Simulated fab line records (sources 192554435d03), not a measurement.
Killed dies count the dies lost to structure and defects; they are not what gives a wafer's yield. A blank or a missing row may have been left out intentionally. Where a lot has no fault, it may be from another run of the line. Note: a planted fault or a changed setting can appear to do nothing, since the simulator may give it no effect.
fab line records	flow n5-finfet
[record] lots = 7	wafers = 21
route steps=1938 shown BEOL_M11@1536 BEOL_M12@1602 BEOL_M13@1693
start-h: start of the lot's first displayed wafer, in hours after the record's first day	wait-h: time in hours since the lot's previous step	" the same as in the row above	L1.1+2: one row covering several wafers at once	- value missing, or start not given	* or withheld: withheld	< > ~ a bound
route shown NAME@n: NAME is a module with steps in the file, n the number in the route of the first one	usual: mean/standard deviation taken from wafers without a fault	same: alike in all rows	chamber/n: place in a boat	sites: per-site readings	_std_site: how widely they spread, as a standard deviation	_edge_site: mean of outer sites minus mean of inner sites	radius-mm: for every site, how far away it sits from the centre of the wafer	mask NAME#n: copy n	behind: the tool/chamber that last shaped the wafer	hold: why the lot went on hold/how many hours it stayed there/how the hold came to an end	device: transistor that didn't switch, given as n, p or np	end of line: the same wafers' tests at the end of the route	a step without rows: its recipe alone	killed: count of dies lost to structure and defects at first sort (not the wafer's yield)	map: a wafer's dies, marking killed ones x, the rest . and places with no die _
set.NAME: the setting as run; set.NAME@STEP: as run at that earlier step	model.NAME: the simulator's own value behind a step, which no gauge read
one table per step and one row per wafer, for lots whose settings were changed on purpose
[[steps]]
[step N5_BEOL_M11_ILD_DEP_00]
[recipe] material = SiCOH_lowk	target-thk-a = 3085.1	temp-c = 300	precursor = DEMS/porogen	pressure-torr = 5	rf-w = 500	time-s = 58
lot.wafer	tool	chamber	start-h	wait-h	set.time-s	model.SiCOH_lowk_of_BEOL_M11_ILD_DEP_00.thk-nm
L075.1	pecvd-04	1	232.60	0.0	58	306.4
L075.2	"	2	"	"	58	308.4
L075.6	"	2	"	"	65.22	353.8
L076.2	pecvd-02	2	251.71	0.0	58	307
L076.4	"	0	"	"	51.66	280
L076.5	"	1	"	"	58	314.4
L079.1	pecvd-02	0	256.15	0.0	58	311.2
L079.3	"	1	"	"	58	309.6
L079.6	"	0	"	"	58	317.4
L081.2	pecvd-02	0	271.79	0.0	54.16	285.8
L081.3	"	0	"	"	54.16	288.2
L081.5	"	2	"	"	58	310.2
L089.1	pecvd-03	0	330.23	0.0	58	309.4
L089.4	"	0	"	"	50.53	277
L089.6	"	1	"	"	58	310.2
L088.3	pecvd-04	0	331.39	0.1	63.05	339.8
L088.5	"	0	"	"	58	312.8
L088.6	"	2	"	"	63.05	338.2
L093.1	pecvd-04	0	333.71	0.0	58	306.8
L093.3	"	0	"	"	65.98	351.8
L093.4	"	2	"	"	58	309.2
[step N5_BEOL_M11_CURE_71]
[recipe] temp-c = 385	time-s = 240	ambient = He/Ar	material = SiCOH_lowk
lot.wafer	tool	chamber	start-h	wait-h	set.time-s@BEOL_M11_ILD_DEP_00	model.SiCOH_lowk_of_BEOL_M11_ILD_DEP_00.thk-nm
L075.1	uv-cure-02	2	233.42	0.8	58	266.2
L075.2	"	2	"	"	58	268
L075.6	"	2	"	"	65.22	308.2
L076.2	uv-cure-02	2	251.97	0.2	58	266.6
L076.4	"	2	"	"	51.66	242.8
L076.5	"	2	"	"	58	273.2
L079.1	uv-cure-01	1	256.23	0.0	58	270.4
L079.3	"	1	"	"	58	269
L079.6	"	1	"	"	58	276
L081.2	uv-cure-03	2	271.98	0.2	54.16	248
L081.3	"	2	"	"	54.16	250
L081.5	"	2	"	"	58	269.4
L089.1	uv-cure-01	0	330.34	0.1	58	268.8
L089.4	"	0	"	"	50.53	240.2
L089.6	"	0	"	"	58	269.4
L088.3	uv-cure-01	0	331.63	0.2	63.05	295.6
L088.5	"	0	"	"	58	271.8
L088.6	"	0	"	"	63.05	294.2
L093.1	uv-cure-03	0	333.82	0.1	58	266.4
L093.3	"	0	"	"	65.98	306.4
L093.4	"	0	"	"	58	268.6
[step N5_BEOL_M11_THK_MEAS_01]
[recipe] reads = SiCOH_lowk_of_BEOL_M11_ILD_DEP_00
[usual] M11_ILD_THK = 269/3.6
lot.wafer	tool	chamber	start-h	wait-h	set.time-s@BEOL_M11_ILD_DEP_00	M11_ILD_THK[nm]
L075.1	film-metro-01	-	234.41	0.8	58	266
L075.2	"	-	"	"	58	268
L075.6	"	-	"	"	65.22	308
L076.2	film-metro-02	-	252.80	0.7	58	267
L076.4	"	-	"	"	51.66	243
L076.5	"	-	"	"	58	273
L079.1	film-metro-01	-	256.74	0.4	58	270
L079.3	"	-	"	"	58	269
L079.6	"	-	"	"	58	276
L081.2	film-metro-02	-	272.41	0.4	54.16	248
L081.3	"	-	"	"	54.16	250
L081.5	"	-	"	"	58	270
L089.1	film-metro-02	-	330.86	0.4	58	269
L089.4	"	-	"	"	50.53	240
L089.6	"	-	"	"	58	269
L088.3	film-metro-02	-	331.98	0.3	63.05	296
L088.5	"	-	"	"	58	272
L088.6	"	-	"	"	63.05	294
L093.1	film-metro-02	-	334.33	0.4	58	266
L093.3	"	-	"	"	65.98	306
L093.4	"	-	"	"	58	268
[step N5_BEOL_M11_PECVD_70]
[recipe] material = SiO2	target-thk-a = 200	temp-c = 400	precursor = TEOS/O2	pressure-torr = 5.5	rf-w = 450	teos-flow-sccm = 53.8	gas = O2	flow-sccm = 3000	time-s = 22.7
lot.wafer	tool	chamber	start-h	wait-h	set.temp-c	model.SiO2_of_BEOL_M11_PECVD_70.thk-nm
L075.1	pecvd-04	2	234.45	0.0	400	19.8
L075.2+6	"	1,2	"	"	400	20.2
L076.2	pecvd-03	1	252.86	0.1	394.5	20.8
L076.4+5	"	1	"	"	400	20
L079.1+6	pecvd-02	0,2	256.77	0.0	400	20
L079.3	"	1	"	"	400	19.8
L081.2	pecvd-04	2	272.45	0.0	400	19.6
L081.3+5	"	1,2	"	"	394.5	20.4
L089.1+6	pecvd-04	0	330.89	0.0	389.4	21.2
L089.4	"	2	"	"	400	19.6
L088.3	pecvd-02	1	332.02	0.0	400	19.8
L088.5	"	1	"	"	400	20
L088.6	"	2	"	"	400	20.2
L093.1	pecvd-04	0	334.37	0.0	400	19.8
L093.3	"	1	"	"	392.6	20.8
L093.4	"	2	"	"	400	20
[step N5_BEOL_M11_HM_DEP_02]
[recipe] material = TiN	target-thk-a = 200	temp-c = 25	chamber-pressure-pa = 0.49996
[step N5_BEOL_M11_COAT_59]
[recipe] resist = SOC	temp-c = 250	time-s = 60	spin-rpm = 1500	resist-thk-nm = 100
[step N5_BEOL_M11_STRIP_77]
[recipe] chemistry = N2/H2	time-s = 10	power-w = 450	temp-c = 40	pressure-mtorr = 20	rf-frequency-hz = 6e+07	bias-power-w = 7	n2-flow-sccm = 200	h2-flow-sccm = 200
[step N5_BEOL_M11_HM_STRIP_39]
[recipe] chemistry = peroxide-tin-strip	material = TiN	target-depth-a = 250	temp-c = 50	time-s = 158
lot.wafer	tool	chamber	start-h	wait-h	set.temp-c@BEOL_M11_PECVD_70	model.SiO2_of_BEOL_M11_PECVD_70.thk-nm
L075.1	wet-bench-05	6	238.08	0.0	400	19.6
L075.2	"	0	"	"	400	20
L075.6	"	7	"	"	400	20.2
L076.2	wet-bench-06	1	256.27	0.0	394.5	20.6
L076.4+5	"	7,0	"	"	400	19.8
L079.1+3	wet-bench-02	4,5	261.17	0.0	400	19.8
L079.6	"	1	"	"	400	20
L081.2	wet-bench-06	1	275.79	0.0	400	19.4
L081.3	"	2	"	"	394.5	20.2
L081.5	"	3	"	"	394.5	20.4
L089.1+6	wet-bench-02	7,0	337.40	0.0	389.4	21
L089.4	"	3	"	"	400	19.4
L093.1	wet-bench-02	1	339.38	0.0	400	19.6
L093.3	"	3	"	"	392.6	20.6
L093.4	"	4	"	"	400	19.8
L088.3+5	wet-bench-05	6,7	339.42	0.0	400	19.8
L088.6	"	4	"	"	400	20
[step N5_BEOL_M12_ILD_DEP_00]
[recipe] material = SiOC	target-thk-a = 6589.2	temp-c = 350	precursor = DEMS/O2	pressure-torr = 5	rf-w = 500	time-s = 130.7
lot.wafer	tool	chamber	start-h	wait-h	set.time-s	model.SiOC_of_BEOL_M12_ILD_DEP_00.thk-nm
L075.1	pecvd-04	1	241.01	0.0	130.7	657
L075.2	"	0	"	"	117.9	590.6
L075.6	"	1	"	"	130.7	667
L076.2	pecvd-04	1	259.63	0.0	130.7	656.4
L076.4	"	0	"	"	130.7	671
L076.5	"	1	"	"	130.7	667.4
L079.1	pecvd-04	1	264.72	0.0	130.7	649.8
L079.3	"	0	"	"	130.7	656
L079.6	"	2	"	"	130.7	672
L081.2	pecvd-02	1	280.31	0.0	137.7	692.4
L081.3	"	2	"	"	130.7	651.8
L081.5	"	2	"	"	137.7	701.6
L089.1	pecvd-01	1	341.26	0.0	138.2	694.6
L089.4	"	1	"	"	130.7	663.6
L089.6	"	0	"	"	138.2	704.8
L093.1	pecvd-01	0	342.13	0.0	140.7	710.6
L093.3	"	2	"	"	130.7	659.2
L093.4	"	0	"	"	130.7	670.2
L088.3	pecvd-02	0	342.40	0.0	130.7	656.6
L088.5	"	1	"	"	130.7	675.2
L088.6	"	2	"	"	130.7	675
[step N5_BEOL_M12_THK_MEAS_01]
[recipe] reads = SiOC_of_BEOL_M12_ILD_DEP_00
[usual] M12_ILD_THK = 660/7.7
lot.wafer	tool	chamber	start-h	wait-h	set.time-s@BEOL_M12_ILD_DEP_00	M12_ILD_THK[nm]
L075.1	film-metro-02	-	241.14	0.1	130.7	657
L075.2	"	-	"	"	117.9	591
L075.6	"	-	"	"	130.7	667
L076.2	film-metro-01	-	259.76	0.1	130.7	657
L076.4	"	-	"	"	130.7	670
L076.5	"	-	"	"	130.7	668
L079.1	film-metro-02	-	264.85	0.1	130.7	649
L079.3	"	-	"	"	130.7	657
L079.6	"	-	"	"	130.7	672
L081.2	film-metro-02	-	280.44	0.1	137.7	693
L081.3	"	-	"	"	130.7	653
L081.5	"	-	"	"	137.7	701
L089.1	film-metro-02	-	341.40	0.1	138.2	695
L089.4	"	-	"	"	130.7	663
L089.6	"	-	"	"	138.2	705
L093.1	film-metro-01	-	342.27	0.1	140.7	710
L093.3	"	-	"	"	130.7	659
L093.4	"	-	"	"	130.7	670
L088.3	film-metro-01	-	342.54	0.1	130.7	657
L088.5	"	-	"	"	130.7	674
L088.6	"	-	"	"	130.7	675
[step N5_BEOL_M12_EXPOSE_07]
[recipe] mask-id = V11	na = 0.93	source-shape = conventional	sigma-outer = 0.6	polarization = unpolarized	attpsm-phase-deg = 180	dose-mj = 32.5
lot.wafer	tool	chamber	start-h	wait-h	mask	set.dose-mj
L075.1	krf-scanner-01	0	241.40	-	V11#0	32.5
L075.2+6	"	0	"	"	V11#0	34.44
L076.2	krf-scanner-01	0	260.02	-	V11#0	32.5
L076.4+5	"	0	"	"	V11#0	30.39
L079.1+3+6	krf-scanner-02	0	265.11	-	V11#0	32.5
L081.2+3+5	krf-scanner-02	0	280.70	-	V11#0	32.5
L089.1+4+6	krf-scanner-01	0	341.66	-	V11#0	31.68
L093.1+3+4	krf-scanner-01	0	342.40	-	V11#0	32.5
L088.3+5	krf-scanner-01	0	342.68	-	V11#0	30.47
L088.6	"	0	"	"	V11#0	32.5
[step N5_BEOL_M12_PEB_08]
[recipe] peb-temp-c = 130	peb-time-s = 90
[step N5_BEOL_M12_DEVELOP_09]
[recipe] develop-time-s = 45	rinse-liquid = diw	dry = air-spin	dev-temp-c = 21
[step N5_BEOL_M12_HARDBAKE_14]
[recipe] temp-c = 130	time-s = 120
[step N5_BEOL_M12_CD_MEAS_10]
[recipe] target-cd-nm = 140	landing-energy-ev = 500	detector = se-inlens	polarity = opening
[usual] cd-nm = 139.6/1.5
lot.wafer	tool	chamber	start-h	wait-h	set.dose-mj@BEOL_M12_EXPOSE_07	cd-nm
L075.1	cd-sem-01	0	241.57	-	32.5	140.9
L075.2	"	0	"	"	34.44	147.8
L075.6	"	0	"	"	34.44	146.5
L076.2	cd-sem-03	0	260.19	-	32.5	138.2
L076.4	"	0	"	"	30.39	130.5
L076.5	"	0	"	"	30.39	129.7
L079.1	cd-sem-01	0	265.28	-	32.5	138.7
L079.3	"	0	"	"	32.5	137.9
L079.6	"	0	"	"	32.5	136.6
L081.2	cd-sem-03	0	280.87	-	32.5	139.4
L081.3	"	0	"	"	32.5	138.6
L081.5	"	0	"	"	32.5	136.9
L089.1	cd-sem-03	0	341.83	-	31.68	137.5
L089.4	"	0	"	"	31.68	137.4
L089.6	"	0	"	"	31.68	136.6
L093.1	cd-sem-02	0	342.57	-	32.5	139.7
L093.3	"	0	"	"	32.5	139.9
L093.4	"	0	"	"	32.5	139.3
L088.3	cd-sem-01	0	342.84	-	30.47	133.2
L088.5	"	0	"	"	30.47	132.9
L088.6	"	0	"	"	32.5	138.9
[step N5_BEOL_M12_DESCUM_15]
[recipe] chemistry = O2	time-s = 7.9	source-power-w = 50	bias-power-w = 20	pressure-mtorr = 20	rf-frequency-hz = 2.712e+07	temp-c = 40	o2-flow-sccm = 225
[step N5_BEOL_M12_ETCH_59]
[recipe] chemistry = N2/H2	target = BARC	target-depth-a = 890	overetch-a = 267	time-s = 67.9	ion-energy-ev = 200	pressure-mtorr = 30	source-w = 840	bias-w = 150	n2-flow-sccm = 200	h2-flow-sccm = 200
[step N5_BEOL_M12_VIA_ETCH_16]
[recipe] chemistry = C4F8/O2/Ar	target = SiOC	pressure-mtorr = 30	source-w = 3000	bias-w = 700	Ar_flow_sccm = 400	C4F8_flow_sccm = 15	O2_flow_sccm = 8	he-inner-torr = 15	he-outer-torr = 30	target-depth-a = 7248	time-s = withheld	ion-energy-ev = 250	ends = cleared
lot.wafer	tool	chamber	start-h	wait-h	set.time-s@BEOL_M12_ILD_DEP_00	model.etch.depth-nm	model.coat_of_BEOL_M12_COAT_04.thk-nm
L075.1	rie-diel-02	1	241.74	0.0	*	656.9	125.4
L075.2	"	3	"	"	*	590.6	144.4
L075.6	"	2	"	"	*	667.1	119.8
L076.2	rie-diel-01	0	260.36	0.0	*	656.4	124.2
L076.4	"	2	"	"	*	671	121.8
L076.5	"	0	"	"	*	667.4	122.4
L079.1	rie-diel-01	0	265.45	0.0	*	649.8	125.6
L079.3	"	2	"	"	*	656	125.8
L079.6	"	1	"	"	*	672	120
L081.2	rie-diel-01	0	281.04	0.0	*	692.4	114.2
L081.3	"	1	"	"	*	651.8	125.8
L081.5	"	1	"	"	*	701.6	111
L089.1	rie-diel-01	3	342.01	0.0	*	694.6	114.8
L089.4	"	3	"	"	*	663.6	124
L089.6	"	2	"	"	*	704.8	113
L093.1	rie-diel-05	0	342.74	0.0	*	710.7	111
L093.3	"	2	"	"	*	659.1	124
L093.4	"	3	"	"	*	670.2	120
L088.3	rie-diel-01	3	343.26	0.0	*	656.6	126.8
L088.5	"	2	"	"	*	675.1	122
L088.6	"	3	"	"	*	675.1	122.2
[step N5_BEOL_M12_STRIP_63]
[recipe] chemistry = N2/H2	power-w = 1000	temp-c = 250	h2-frac = 0.65	overash-fraction = 0.3	pressure-mtorr = 1000	n2-flow-sccm = 1750	h2-flow-sccm = 3250
[usual] strip-time-to-endpoint-s = 42.7/0.72
lot.wafer	tool	chamber	start-h	wait-h	set.time-s@BEOL_M12_ILD_DEP_00	strip-time-to-endpoint-s
L075.1	plasma-asher-02	1	241.94	-	130.7	43.1
L075.2	"	0	"	"	117.9	48.2
L075.6	"	0	"	"	130.7	41.6
L076.2	plasma-asher-02	1	260.56	-	130.7	42.8
L076.4	"	1	"	"	130.7	42.2
L076.5	"	0	"	"	130.7	42.3
L079.1	plasma-asher-02	1	265.65	-	130.7	43.2
L079.3	"	0	"	"	130.7	43.2
L079.6	"	1	"	"	130.7	41.7
L081.2	plasma-asher-02	1	281.24	-	137.7	40.1
L081.3	"	1	"	"	130.7	43.3
L081.5	"	0	"	"	137.7	39.2
L089.1	plasma-asher-02	0	342.21	-	138.2	40.3
L089.4	"	1	"	"	130.7	42.8
L089.6	"	1	"	"	138.2	39.8
L093.1	plasma-asher-02	1	342.94	-	140.7	39.2
L093.3	"	1	"	"	130.7	42.8
L093.4	"	0	"	"	130.7	41.7
L088.3	plasma-asher-01	0	343.48	-	130.7	43.5
L088.5	"	0	"	"	130.7	42.2
L088.6	"	1	"	"	130.7	42.3
[step N5_BEOL_M12_STRIP_64]
[recipe] chemistry = N2/H2	power-w = 1000	temp-c = 250	h2-frac = 0.65	overash-fraction = 0.3	pressure-mtorr = withheld	n2-flow-sccm = 1750	h2-flow-sccm = 3250
[step N5_BEOL_M12_STRIP_71]
[recipe] chemistry = post-etch-residue-remover	time-s = 60	temp-c = 25	remover-ph = withheld	remover-water-wt-pct = withheld	remover-fluoride-wt-pct = withheld
lot.wafer	tool	chamber	start-h	wait-h	set.time-s@BEOL_M12_ILD_DEP_00	model.SiOC_of_BEOL_M12_ILD_DEP_00.thk-nm
L075.1	wet-bench-03	6	242.09	0.1	130.7	656.6
L075.2	"	3	"	"	117.9	590.2
L075.6	"	5	"	"	130.7	666.8
L076.2	wet-bench-04	7	260.72	0.1	130.7	656
L076.4	"	5	"	"	130.7	670.6
L076.5	"	1	"	"	130.7	667
L079.1	wet-bench-04	3	265.80	0.1	130.7	649.6
L079.3	"	2	"	"	130.7	655.8
L079.6	"	1	"	"	130.7	671.6
L081.2	wet-bench-01	3	281.39	0.1	137.7	692
L081.3	"	7	"	"	130.7	651.4
L081.5	"	1	"	"	137.7	701.2
L089.1	wet-bench-04	3	342.36	0.1	138.2	694.2
L089.4	"	0	"	"	130.7	663.2
L089.6	"	4	"	"	138.2	704.4
L093.1	wet-bench-01	2	343.09	0.1	140.7	710.4
L093.3	"	1	"	"	130.7	658.8
L093.4	"	4	"	"	130.7	669.8
L088.3	wet-bench-03	2	343.61	0.0	130.7	656.2
L088.5+6	"	5,3	"	"	130.7	674.8
[step N5_BEOL_M12_SRD_72]
[recipe] time-s = 30	temp-c = 23	rinse-liquid = diw	dry = n2-spin	spin-rpm = 1500	dry-time-s = 30
[step N5_BEOL_M12_CD_MEAS_17]
[recipe] target-cd-nm = 140	polarity = opening
[usual] cd-nm = 139.7/1.6
lot.wafer	tool	chamber	start-h	wait-h	set.dose-mj@BEOL_M12_EXPOSE_07	cd-nm
L075.1	cd-sem-03	-	242.15	0.0	32.5	140.4
L075.2	"	-	"	"	34.44	147.1
L075.6	"	-	"	"	34.44	147.0
L076.2	cd-sem-02	-	260.78	0.0	32.5	138.4
L076.4	"	-	"	"	30.39	130.3
L076.5	"	-	"	"	30.39	129.2
L079.1	cd-sem-01	-	265.86	0.0	32.5	140.5
L079.3	"	-	"	"	32.5	138.3
L079.6	"	-	"	"	32.5	137.3
L081.2	cd-sem-01	-	281.45	0.0	32.5	141.0
L081.3	"	-	"	"	32.5	139.5
L081.5	"	-	"	"	32.5	137.9
L089.1	cd-sem-03	-	342.42	0.0	31.68	137.2
L089.4	"	-	"	"	31.68	137.6
L089.6	"	-	"	"	31.68	137.0
L093.1	cd-sem-03	-	343.15	0.0	32.5	139.5
L093.3	"	-	"	"	32.5	138.7
L093.4	"	-	"	"	32.5	139.4
L088.3	cd-sem-03	-	343.67	0.0	30.47	133.1
L088.5	"	-	"	"	30.47	133.1
L088.6	"	-	"	"	32.5	139.5
[step N5_BEOL_M13_ETCH_67]
[recipe] chemistry = CF4	target = SiARC	target-depth-a = 1430	time-s = 238.3	ion-energy-ev = 80	pressure-mtorr = 40	source-w = 545	bias-w = 36	Ar_flow_sccm = 100	cf4-flow-sccm = 100	ends = cleared
[usual] rf-vpp-V = 184.4/1.1
lot.wafer	tool	chamber	start-h	wait-h	set.bias-w	rf-vpp-V
L075.1	rie-diel-03	2	250.81	0.0	33.93	178.0
L075.2	"	1	"	"	36	184.4
L075.6	"	2	"	"	33.93	177.9
L076.2	rie-diel-04	2	266.82	0.0	30.25	163.8
L076.4	"	3	"	"	30.25	164.9
L076.5	"	1	"	"	36	183.2
L079.1	rie-diel-04	2	274.62	0.0	36	183.6
L079.3	"	1	"	"	36	184.1
L079.6	"	0	"	"	36	183.2
L081.2	rie-diel-06	0	286.62	0.0	30.37	165.3
L081.3	"	3	"	"	36	183.6
L081.5	"	3	"	"	36	183.1
L089.1	rie-diel-04	3	349.40	0.0	36	184.9
L089.4	"	1	"	"	36	182.2
L089.6	"	2	"	"	37.9	189.1
L093.1	rie-diel-03	3	349.64	0.0	36	186.0
L093.3	"	1	"	"	36	183.5
L093.4	"	2	"	"	38.64	192.6
L088.3	rie-diel-04	1	353.38	0.0	36	185.0
L088.5	"	0	"	"	39.77	197.5
L088.6	"	3	"	"	39.77	196.5
[[key]]
[split] step = N5_BEOL_M11_ILD_DEP_00	setting = time-s	stated = 58	by = wafer
[response] step = N5_BEOL_M11_ILD_DEP_00	reading = model.SiCOH_lowk_of_BEOL_M11_ILD_DEP_00.thk-nm	change = +3.1	per = 1%	r = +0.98
[response] step = N5_BEOL_M11_CURE_71	reading = model.SiCOH_lowk_of_BEOL_M11_ILD_DEP_00.thk-nm	change = +2.74	per = 1%	r = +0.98
[response] step = N5_BEOL_M11_THK_MEAS_01	reading = M11_ILD_THK	change = +2.74	per = 1%	r = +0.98
[split] step = N5_BEOL_M11_PECVD_70	setting = temp-c	stated = 400	by = wafer
[response] step = N5_BEOL_M11_PECVD_70	reading = model.SiO2_of_BEOL_M11_PECVD_70.thk-nm	change = -0.57	per = 1%	r = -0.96
[response] step = N5_BEOL_M11_HM_STRIP_39	reading = model.SiO2_of_BEOL_M11_PECVD_70.thk-nm	change = -0.579	per = 1%	r = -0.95
[split] step = N5_BEOL_M12_ILD_DEP_00	setting = time-s	stated = 130.7	by = wafer
[response] step = N5_BEOL_M12_ILD_DEP_00	reading = model.SiOC_of_BEOL_M12_ILD_DEP_00.thk-nm	change = +6.94	per = 1%	r = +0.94
[response] step = N5_BEOL_M12_THK_MEAS_01	reading = M12_ILD_THK	change = +6.93	per = 1%	r = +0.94
[response] step = N5_BEOL_M12_VIA_ETCH_16	reading = model.etch.depth-nm	change = +6.94	per = 1%	r = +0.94
[response] step = N5_BEOL_M12_VIA_ETCH_16	reading = model.coat_of_BEOL_M12_COAT_04.thk-nm	change = -1.97	per = 1%	r = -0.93
[response] step = N5_BEOL_M12_STRIP_63	reading = strip-time-to-endpoint-s	change = *	per = 1%	r = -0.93
[response] step = N5_BEOL_M12_STRIP_71	reading = model.SiOC_of_BEOL_M12_ILD_DEP_00.thk-nm	change = +6.95	per = 1%	r = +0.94
[split] step = N5_BEOL_M12_EXPOSE_07	setting = dose-mj	stated = 32.5	by = wafer
[response] step = N5_BEOL_M12_CD_MEAS_10	reading = cd-nm	change = +1.09	per = 1%	r = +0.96
[response] step = N5_BEOL_M12_CD_MEAS_17	reading = cd-nm	change = +1.16	per = 1%	r = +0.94
[split] step = N5_BEOL_M13_ETCH_67	setting = bias-w	stated = 36	by = wafer
[response] step = N5_BEOL_M13_ETCH_67	reading = rf-vpp-V	change = +1.15	per = 1%	r = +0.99
